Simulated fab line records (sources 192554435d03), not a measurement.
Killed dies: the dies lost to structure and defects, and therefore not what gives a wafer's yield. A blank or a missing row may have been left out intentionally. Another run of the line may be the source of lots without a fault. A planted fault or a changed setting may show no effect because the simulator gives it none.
The same fault as seen by 2 desks || flow n5Finfet || only its own numbers are on each desk; what lay behind them is given at the end

## THE METROLOGY DESK
What the gauges read for every lot (on any tool): the sampled wafers with a number, averaged. If a lot's mean is further than 4 standard deviations from the usual mean, the lot is out of limits and carries the mark OUT (the distance appears in the brackets). Of its 10 readings 7 are shown: those that lie furthest out on some lot.
Columns: A = DIBL_N at N5_BEOL_M4_RC_MEAS_101, usual 37.5 mV/V; B = DIBL_P at N5_BEOL_M4_RC_MEAS_101, usual 38 mV/V; C = ION_N at N5_BEOL_M4_RC_MEAS_101, usual 679 uA/um; D = ION_P at N5_BEOL_M4_RC_MEAS_101, usual 465 uA/um; E = SS_N at N5_BEOL_M4_RC_MEAS_101, usual 72.0 mV/dec; F = SS_P at N5_BEOL_M4_RC_MEAS_101, usual 73.7 mV/dec; G = VT_P at N5_BEOL_M4_RC_MEAS_101, usual -249 mV
{"lot": "L901", "first seen here": "day 7 19:21", "A": 37.2, "B": 38, "C": 672, "D": 461, "E": 71.9, "F": 73.5, "G": -248}
{"lot": "L905", "first seen here": "day 8 20:35", "A": 38.7, "B": 40, "C": 691, "D": 471, "E": 72.1, "F": 73.9, "G": -246}
{"lot": "L909", "first seen here": "day 10 21:48", "A": 37.5, "B": 38, "C": 669, "D": 460, "E": 71.7, "F": 73.4, "G": -248}
{"lot": "L914", "first seen here": "day 11 17:02", "A": 36.8, "B": 35, "C": 693, "D": 479, "E": 71.5, "F": 73.0, "G": -245}
{"lot": "L919", "first seen here": "day 12 20:11", "A": 36.8, "B": 37, "C": 677, "D": 465, "E": 71.3, "F": 73.8, "G": -248}
{"lot": "L922", "first seen here": "day 13 22:26", "A": 39.2, "B": 41, "C": 683, "D": 465, "E": 72.0, "F": 74.6, "G": -250}
{"lot": "L921", "first seen here": "day 13 22:40", "A": 39.7, "B": 37, "C": 678, "D": 464, "E": 72.5, "F": 73.7, "G": -249}
{"lot": "L923", "first seen here": "day 14 00:07", "A": 36.6, "B": 38, "C": 676, "D": 463, "E": 72.0, "F": 73.9, "G": -251}
This desk's finding: nothing out of limits on any of the 8 lots.

## DESK OF THE TOOL OWNER: rieDiel-04
The tool's own readings at N5_BEOL_M1_VIA_ETCH_34 (etches the open film in C4F6/O2, target depth 67.8 nm, time 64.4 s): means of the sampled wafers that have a number, for each lot that ran on this tool. If a lot's mean is further than 4 standard deviations from the usual mean, the lot is out of limits and carries the mark OUT (the distance appears in the brackets).
Columns: A = O2_flow_sccm at N5_BEOL_M1_VIA_ETCH_34, usual 10.003 sccm; B = drypumpMotorCurrentA at N5_BEOL_M1_VIA_ETCH_34, usual 5.6 A; C = oesProductAu at N5_BEOL_M1_VIA_ETCH_34, usual 0.78 a.u.; D = rfVppV at N5_BEOL_M1_VIA_ETCH_34, usual 677 V; E = showerheadPlenumPTorr at N5_BEOL_M1_VIA_ETCH_34, usual 2.84 Torr; F = throttleValvePct at N5_BEOL_M1_VIA_ETCH_34, usual 30.80 %
{"lot": "L901", "first seen here": "day 6 02:54", "A": 9.995, "B": 5.5, "C": 0.71, "D": 671, "E": 2.75, "F": 30.61}
{"lot": "L905", "first seen here": "day 7 04:16", "A": 9.995, "B": 5.5, "C": 0.72, "D": 656, "E": 2.87, "F": 30.57}
{"lot": "L909", "first seen here": "day 8 11:50", "A": 9.992, "B": 5.3, "C": 0.94, "D": 694, "E": 2.79, "F": 31.02}
This desk's finding: nothing out of limits on any of the 3 lots.

## TAKEN TOGETHER
From the metrology desk's view, nothing was out of limits.
The tool owner's desk saw nothing out of limits.

## WHAT HAD BEEN PUT IN BY THE SIMULATOR
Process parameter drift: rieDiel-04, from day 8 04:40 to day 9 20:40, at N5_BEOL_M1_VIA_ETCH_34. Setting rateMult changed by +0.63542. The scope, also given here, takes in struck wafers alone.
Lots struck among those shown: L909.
